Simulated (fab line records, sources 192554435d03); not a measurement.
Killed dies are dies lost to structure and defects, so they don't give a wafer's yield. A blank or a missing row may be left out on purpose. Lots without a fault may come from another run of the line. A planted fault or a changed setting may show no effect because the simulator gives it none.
Problem report in the 8D (eight disciplines) form, filled by code | flow n5_finfet | the parts of the form that need people (team, actions taken, sign-off) are left out

1. THE PROBLEM
susceptor_temp_C at N5_BEOL_M3_PECVD_72 reads a mean of 404.08 C on 6 wafers of 2 lots; wafers without a fault read 399.99 C with a standard deviation of 0.21. That is +19 standard deviations from the usual mean.
The step: deposits SiO2 from TEOS/O2, target thk 16 nm, time 18 s.
First seen on wafer L820.3, day 12 02:35, on pecvd-03. The record holds 30 wafers of 10 lots with a number at this step. Rule for "out", or "out of limits": more than 4 standard deviations from the usual mean. The other wafers with a number count as sound.

2. WHAT IT IS AND WHAT IT IS NOT
question                    | is                     | is not
which readings at this step | susceptor_temp_C       | heater_power_w, showerhead_plenum_p_Torr, showerhead_vpp_V, throttle_valve_pct
which lots                  | L820, L824             | L806, L808, L809, L810, L815, L825, L826, L827
which wafers of those lots  | all that have a number | -
read on which tools         | pecvd-03               | pecvd-01
when                        | from day 12 02:35      | up to then (15 sound wafers); but 9 sound wafers of L825, L826, L827 came after

3. SUSPECTS, AND WHAT RULES EACH OUT
Counting: a tool at a process step up to the reading stays a suspect if it ran every lot that is out and no sound lot after the first of them.
- pvd_sputter-03 at N5_BEOL_M2_ANNEAL_95 (time 240 s): ruled out as a lasting fault. Sound lots L825, L826 ran on it after its first lot that is out, L820 (day 11 21:31).
- pvd_sputter-03 at N5_BEOL_M2_SPUTTER_96 (material Cu, target thk 4.5 nm, time 8.29 s): ruled out as a lasting fault. Sound lots L825, L826 ran on it after its first lot that is out, L820 (day 11 21:40).
- pecvd-03 at N5_BEOL_M3_PECVD_72 (deposits SiO2 from TEOS/O2, target thk 16 nm, time 18 s): kept. It ran every lot that is out, first L820 (day 12 02:35), and no sound lot after that; its last sound lot up to then is L815 (day 11 00:16). Its own readings are out on those wafers: susceptor_temp_C.
Left after counting: pecvd-03 at N5_BEOL_M3_PECVD_72.

4. THE CAUSE (what the simulator had put in)
Process parameter drift: pecvd-03, from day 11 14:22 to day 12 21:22, at N5_BEOL_M3_PECVD_72. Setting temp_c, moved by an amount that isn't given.
Counting left only this tool.

5. THE CHAIN OF EFFECTS, in route order
Each row: a reading whose mean over the struck wafers that have a number lies more than 3 standard deviations from the usual. Only readings for which the record gives a usual standard deviation are gone through. hours: the time from each lot's start at the first step in this table that gives one to its start at this step, as a median over the lots. sigmas: the change in usual standard deviations.
hours | step                | reading          | usual    | on struck wafers | change | sigmas
0     | N5_BEOL_M3_PECVD_72 | susceptor_temp_C | 399.99 C | 404.08           | +4.09  | +19
The process steps in it:
- N5_BEOL_M3_PECVD_72: deposits SiO2 from TEOS/O2, target thk 16 nm, time 18 s.
Later measuring or inspecting steps at which every struck wafer that the step has a row for has a number for every such reading, and none has moved that far: N5_BEOL_M4_RC_MEAS_101.

6. WHAT WOULD HAVE CAUGHT IT SOONER
In this record the first reading out of limits was taken at day 12 02:35, 12 hours after the fault began at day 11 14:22.
